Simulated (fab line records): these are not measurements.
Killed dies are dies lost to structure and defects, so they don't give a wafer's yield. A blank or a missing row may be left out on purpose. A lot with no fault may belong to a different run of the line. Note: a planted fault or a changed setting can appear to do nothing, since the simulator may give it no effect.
Matching of chambers    flow nand_harc    NHARC_A_M1_ETCH_35 on rie_diel-02: 4 sister chambers
The step etches the open film in N2/H2, target depth 40 nm, overetch 12 nm, time 43.94 s. 14 wafers are shown with their chamber, then 7 later ones without.

== EACH WAFER AND ITS CHAMBER ==
wafer   chamber  drypump_motor_current_A (A)  showerhead_plenum_p_Torr (Torr)  rf_vpp_V (V)
L074.1  1        6.1                          2.00                             430.1
L074.5  1        6.1                          2.00                             430.0
L074.6  0        5.7                          2.15                             432.7
L078.3  1        6.1                          2.00                             429.6
L078.5  3        4.8                          2.01                             429.6
L078.6  0        5.7                          2.15                             434.6
L082.3  3        4.8                          2.00                             430.4
L082.4  1        6.1                          2.00                             430.9
L082.6  2        5.6                          1.96                             429.2
L081.2  2        5.6                          1.96                             429.1
L081.3  0        5.7                          2.15                             432.7
L081.5  1        6.1                          2.00                             428.8
L088.1  0        5.8                          2.14                             432.4
L088.4  1        6.1                          2.00                             429.0

SIGNATURES (averages over the wafers above)
reading                   chamber 0  chamber 1  chamber 2  chamber 3  scatter within a chamber
drypump_motor_current_A   5.725      6.100      5.600      4.800      0.0274
showerhead_plenum_p_Torr  2.1475     2.0000     1.9600     2.0050     0.00354
rf_vpp_V                  433.100    429.733    429.150    430.000    0.799
Rule: distance of a wafer from a chamber = root of the sum over the readings of ((wafer's reading minus chamber's mean) / reading's scatter) squared. The wafer belongs to the nearest chamber; if the next one is less than 2 further off, it can't be placed. How the scatter is found: for the shown wafers, subtract from each reading the mean of its chamber, square and add these, divide the total by (wafers less chambers), then take the root.

== WAFERS WHOSE CHAMBER IS MISSING ==
wafer   drypump_motor_current_A (A)  showerhead_plenum_p_Torr (Torr)  rf_vpp_V (V)
L088.5  5.7                          2.14                             434.5
L095.2  4.8                          2.00                             429.0
L095.3  6.1                          2.00                             429.1
L095.6  5.6                          1.95                             428.4
L096.3  5.6                          1.95                             429.0
L096.4  4.8                          2.00                             429.2
L096.6  6.1                          2.00                             429.9

== CHAMBER TAKEN BY EACH ==
wafer   from the rows above  in truth
L088.5  0                    0
L095.2  3                    3
L095.3  1                    1
L095.6  2                    2
L096.3  2                    2
L096.4  3                    3
L096.6  1                    1
7 of 7 placed correctly. Number that these rows cannot place: 0. 0 placed wrongly.
